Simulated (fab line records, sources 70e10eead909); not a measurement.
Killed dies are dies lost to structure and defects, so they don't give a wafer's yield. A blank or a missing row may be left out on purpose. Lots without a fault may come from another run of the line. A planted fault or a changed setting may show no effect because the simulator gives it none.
fab line records | flow nand_harc
record lots=6 wafers=17 last_day=31
route steps=1302 shown A_DECK1_JOINT@539 A_ONON_D2@545
lots that met no fault: from a run of the same line without faults
start_h: hours from the record's first day to the start of the lot's first wafer shown | wait_h: hours since the lot's step before | " the same as in the row above | L1.1+2: a row that stands for several wafers | - no value, or no start given | * or withheld: withheld | < > ~ a bound
route shown NAME@n: a module of which the file shows steps, and the number in the route of the first | usual: mean/standard deviation of fault-free wafers | same: alike in all rows | chamber/n: place in a boat | sites: the reading at each site | _std_site: their standard deviation | _edge_site: outer sites' mean less inner sites' | radius_mm: how far each site lies from the wafer's centre | mask NAME#n: copy n | behind: the tool/chamber that last shaped the wafer | hold: why the lot was held/for how many hours/how that ended | device: the transistor (n, p or np) that didn't switch | end of line: the same wafers' tests at the end of the route | a step without rows: its recipe alone | killed: dies lost to structure and defects at the first sort, not the wafer's yield | map: a wafer's dies, x killed, . not, _ none there
set.NAME: the setting as run; set.NAME@STEP: as run at that earlier step | model.NAME: the simulator's own value behind a step, which no gauge read
lots at some steps of the route; a table a step, a row a wafer
services: from which hour (start_h, from the record's first day; less than 0 if before it) a tool's chamber was out of use, for how many hours, and why
## steps
# step NHARC_A_DECK1_JOINT_CMP_02
# recipe material=SiOx
# usual motor_current_A=12.0/1.6
# columns lot.wafer tool chamber start_h wait_h motor_current_A
L961.1 cmp-04 2 277.00 0.4 10.1
L961.4 " 0 " " 12.9
L961.5 " 2 " " 9.7
L965.3 cmp-03 2 314.73 0.4 14.2
L965.4 " 3 " " 14.4
L965.1 " 0 " " 11.0
L968.4 cmp-01 2 345.51 0.4 10.7
L968.6 " 1 " " 11.8
L976.4 cmp-03 3 425.43 0.4 14.0
L976.2 " 1 " " 12.0
L976.6 " 2 " " 13.7
L977.2 cmp-01 1 437.71 0.4 12.6
L977.1 " 2 " " 10.3
L977.5 " 1 " " 12.4
L980.4 cmp-04 0 467.82 0.4 13.4
L980.2 " 1 " " 10.5
L980.5 " 0 " " 12.8
# step NHARC_A_DECK1_JOINT_SRD_15
# step NHARC_A_DECK1_JOINT_DEP_16
# recipe target_thk_a=450 temp_c=400 pressure_torr=6.5 rf_w=900 teos_flow_sccm=161.4 flow_sccm=2650 target_thk_nm=45 gas=O2 material=SiO2
# usual chamber_pressure_Torr=6.496/0.013 heater_power_w=590/79 rf_fwd_power_W=896/3.1 throttle_valve_pct=16.0/0.6
# columns lot.wafer tool chamber start_h wait_h chamber_pressure_Torr heater_power_w rf_fwd_power_W throttle_valve_pct
L961.1 pecvd-03 1 277.43 0.1 6.505 663 893 16.6
L961.5 " 2 " " 6.531 533 899 16.7
L961.4 " 1 " " 6.499 662 894 16.7
L965.3 pecvd-04 0 315.12 0.1 6.487 654 897 14.9
L965.1 " 2 " " 6.505 534 897 15.9
L965.4 " 2 " " 6.481 540 903 15.9
L968.6 pecvd-01 1 345.93 0.2 6.492 528 895 15.5
L968.4 " 0 " " 6.484 672 899 15.3
L976.2 pecvd-03 2 425.80 0.1 6.480 563 898 16.6
L976.4 " 2 " " 6.484 565 897 16.4
L976.6 " 1 " " 6.523 520 894 16.3
L977.1 pecvd-03 2 438.07 0.1 6.493 649 896 16.6
L977.2 " 1 " " 6.484 511 891 16.5
L977.5 " 1 " " 6.515 510 898 16.4
L980.2 pecvd-01 2 468.21 0.1 6.477 575 896 16.6
L980.4 " 0 " " 6.503 742 895 15.8
L980.5 " 1 " " 6.513 579 895 15.6
# step NHARC_A_DECK1_JOINT_THK_MEAS_17
# recipe thk_meas_gauge=ellipsometry
# usual thk_nm=45.0/1.2
# columns lot.wafer tool chamber start_h wait_h thk_nm
L961.1 film_metro-02 - 277.65 0.2 41.9
L961.4 " - " " 45.6
L961.5 " - " " 43.8
L965.1 film_metro-02 - 315.40 0.2 44.5
L965.3 " - " " 44.6
L965.4 " - " " 46.8
L968.4 film_metro-02 - 346.13 0.1 46.8
L968.6 " - " " 45.0
L976.2 film_metro-02 - 426.08 0.3 43.4
L976.4 " - " " 44.7
L976.6 " - " " 42.3
L977.1 film_metro-01 - 438.35 0.3 46.9
L977.2 " - " " 45.8
L977.5 " - " " 44.0
L980.2 film_metro-01 - 468.49 0.3 42.5
L980.4 " - " " 43.2
L980.5 " - " " 45.3
# step NHARC_A_DECK1_JOINT_INSPECT_05
# usual raw_defect_count=314/120
# columns lot.wafer tool chamber start_h wait_h raw_defect_count
L961.1 defect_inspect-01 - 277.69 0.0 192
L961.4 " - " " 219
L961.5 " - " " 197
L965.1 defect_inspect-01 - 315.43 0.0 125
L965.3 " - " " 191
L965.4 " - " " 207
L968.4 defect_inspect-01 - 346.16 0.0 529
L968.6 " - " " 324
L976.2 defect_inspect-02 - 426.11 0.0 216
L976.4 " - " " 221
L976.6 " - " " 153
L977.1 defect_inspect-01 - 438.39 0.0 551
L977.2 " - " " 713
L977.5 " - " " 552
L980.2 defect_inspect-02 - 468.53 0.0 396
L980.4 " - " " 239
L980.5 " - " " 374
# step NHARC_A_ONON_D2_DEP_00
# recipe target_thk_a=10000 n2_flow_sccm=2750 n2o_flow_sccm=2000 nh3_flow_sccm=500 sih4_flow_sccm=210 temp_c=400
# step NHARC_A_ONON_D2_THK_MEAS_02
# recipe thk_meas_gauge=ellipsometry
# usual thk_nm=1001/10
# columns lot.wafer tool chamber start_h wait_h thk_nm
L961.1 film_metro-01 - 278.41 - 995
L961.4 " - " " 997
L961.5 " - " " 996
L965.1 film_metro-02 - 316.01 - 1003
L965.3 " - " " 1001
L965.4 " - " " 1000
L968.4 film_metro-01 - 346.73 - 1000
L968.6 " - " " 1001
L976.2 film_metro-01 - 426.69 - 1002
L976.4 " - " " 1001
L976.6 " - " " 1001
L977.1 film_metro-02 - 438.96 - 998
L977.2 " - " " 998
L977.5 " - " " 998
L980.2 film_metro-01 - 469.11 - 998
L980.4 " - " " 997
L980.5 " - " " 997
# step NHARC_A_ONON_D2_DEP_03
# recipe target_thk_a=10000 n2_flow_sccm=2750 n2o_flow_sccm=2000 nh3_flow_sccm=500 sih4_flow_sccm=210 temp_c=400
# step NHARC_A_ONON_D2_THK_MEAS_05
# recipe thk_meas_gauge=ellipsometry
# usual thk_nm=1001/10
# columns lot.wafer tool chamber start_h wait_h thk_nm
L961.1 film_metro-01 - 278.98 - 988
L961.4 " - " " 990
L961.5 " - " " 989
L965.1 film_metro-02 - 316.58 - 1007
L965.3 " - " " 1007
L965.4 " - " " 1009
L968.4 film_metro-01 - 347.30 - 1010
L968.6 " - " " 1009
L976.2 film_metro-01 - 427.26 - 1014
L976.4 " - " " 1012
L976.6 " - " " 1012
L977.1 film_metro-01 - 439.53 - 1019
L977.2 " - " " 1019
L977.5 " - " " 1018
L980.2 film_metro-02 - 469.68 - 988
L980.4 " - " " 990
L980.5 " - " " 988
# step NHARC_A_ONON_D2_DEP_06
# recipe target_thk_a=10000 n2_flow_sccm=2750 n2o_flow_sccm=2000 nh3_flow_sccm=500 sih4_flow_sccm=210 temp_c=400
# step NHARC_A_ONON_D2_THK_MEAS_08
# recipe thk_meas_gauge=ellipsometry
# usual thk_nm=995/7.9
# columns lot.wafer tool chamber start_h wait_h thk_nm
L961.1 film_metro-01 - 279.55 - 994
L961.4 " - " " 994
L961.5 " - " " 992
L965.1 film_metro-01 - 317.14 - 996
L965.3 " - " " 996
L965.4 " - " " 995
L968.4 film_metro-02 - 347.87 - 988
L968.6 " - " " 989
L976.2 film_metro-02 - 427.82 - 982
L976.4 " - " " 983
L976.6 " - " " 982
L977.1 film_metro-01 - 440.10 - 1011
L977.2 " - " " 1011
L977.5 " - " " 1013
L980.2 film_metro-02 - 470.25 - 991
L980.4 " - " " 992
L980.5 " - " " 991
# step NHARC_A_ONON_D2_DEP_09
# recipe target_thk_a=10000 n2_flow_sccm=2750 n2o_flow_sccm=2000 nh3_flow_sccm=500 sih4_flow_sccm=210 temp_c=400
# columns lot.wafer tool chamber start_h wait_h
L961.1+4+5 pecvd_onon-04 0 279.61 0.1
L965.1+3+4 pecvd_onon-02 0 317.20 0.1
L968.4+6 pecvd_onon-02 0 348.10 0.2
L976.2+4+6 pecvd_onon-02 0 427.93 0.1
L977.1+2+5 pecvd_onon-04 0 440.16 0.1
L980.2+4+5 pecvd_onon-02 0 470.36 0.1
# step NHARC_A_ONON_D2_THK_MEAS_11
# recipe thk_meas_gauge=ellipsometry
# usual thk_nm=998/13
# columns lot.wafer tool chamber start_h wait_h thk_nm
L961.1 film_metro-02 - 280.12 - 996
L961.4 " - " " 998
L961.5 " - " " 996
L965.1 film_metro-01 - 317.71 - 1005
L965.3 " - " " 1008
L965.4 " - " " 645
L968.4 film_metro-01 - 348.43 - 643
L968.6 " - " " 643
L976.2 film_metro-01 - 428.39 - 1006
L976.4 " - " " 1007
L976.6 " - " " 1008
L977.1 film_metro-01 - 440.66 - 990
L977.2 " - " " 989
L977.5 " - " " 990
L980.2 film_metro-01 - 470.81 - 1005
L980.4 " - " " 1006
L980.5 " - " " 1005
# step NHARC_A_ONON_D2_DEP_12
# recipe target_thk_a=10000 n2_flow_sccm=2750 n2o_flow_sccm=2000 nh3_flow_sccm=500 sih4_flow_sccm=210 temp_c=400
## services
# columns tool chamber start_h hours kind
cmp-03 - 260.00 4.0 pm
cmp-01 - 285.55 4.0 pm
pecvd-03 - 295.93 0.4 repair
cmp-01 - 299.51 1.9 repair
cmp-04 - 310.94 4.0 pm
pecvd-01 - 311.00 13.0 pm
pecvd_onon-04 - 311.42 13.0 pm
cmp-04 - 330.28 1.3 repair
pecvd-01 - 341.16 1.4 repair
cmp-03 - 358.00 4.0 pm
pecvd-03 - 366.00 13.0 pm
pecvd_onon-02 - 366.10 13.0 pm
cmp-03 - 382.81 1.2 repair
cmp-04 - 387.22 54.2 repair
cmp-03 - 392.61 1.0 repair
pecvd_onon-04 - 392.86 0.8 repair
cmp-03 - 420.50 1.9 repair
cmp-03 - 427.24 0.9 repair
cmp-03 - 438.60 0.7 repair
cmp-04 - 441.43 4.0 pm
cmp-03 - 450.20 2.5 repair
cmp-03 - 456.16 4.0 pm
cmp-04 - 459.25 0.9 repair
pecvd-03 - 463.99 0.5 repair
## key
first_sign step=NHARC_A_ONON_D2_THK_MEAS_11 reading=thk_nm direction=down sigmas=28 usual=998 struck=644
effect none on later readings
met_at NHARC_A_ONON_D2_DEP_09
struck_wafers L965.4,L968.4,L968.6
later_rows_left_out L965.4,L968.4,L968.6
sort_left_out L965.4,L968.4,L968.6
tester_left_out L965,L968
fault kind=process_parameter_drift tool=pecvd_onon-02 chamber=- onset_h=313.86 steps=NHARC_A_ONON_D2_DEP_09 channel=target_thk_a offset=* shape=step end_h=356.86 scope=struck_wafers_only acts_in=* stated=*
# tester_left_out: of these lots the tester's yield and bins aren't shown, on N5 and GAA mostly nor the transistor test; their killed dies are dies lost to structure and defects alone, not to doping, threshold or leakage, so they don't give the yield
# sort_left_out: the simulated sort isn't trusted on such a fault, so these wafers' sort isn't shown, and their yield isn't known
# later_rows_left_out: the simulator's readings of these wafers behind a module that went badly wrong aren't trusted and aren't shown, but for the sort
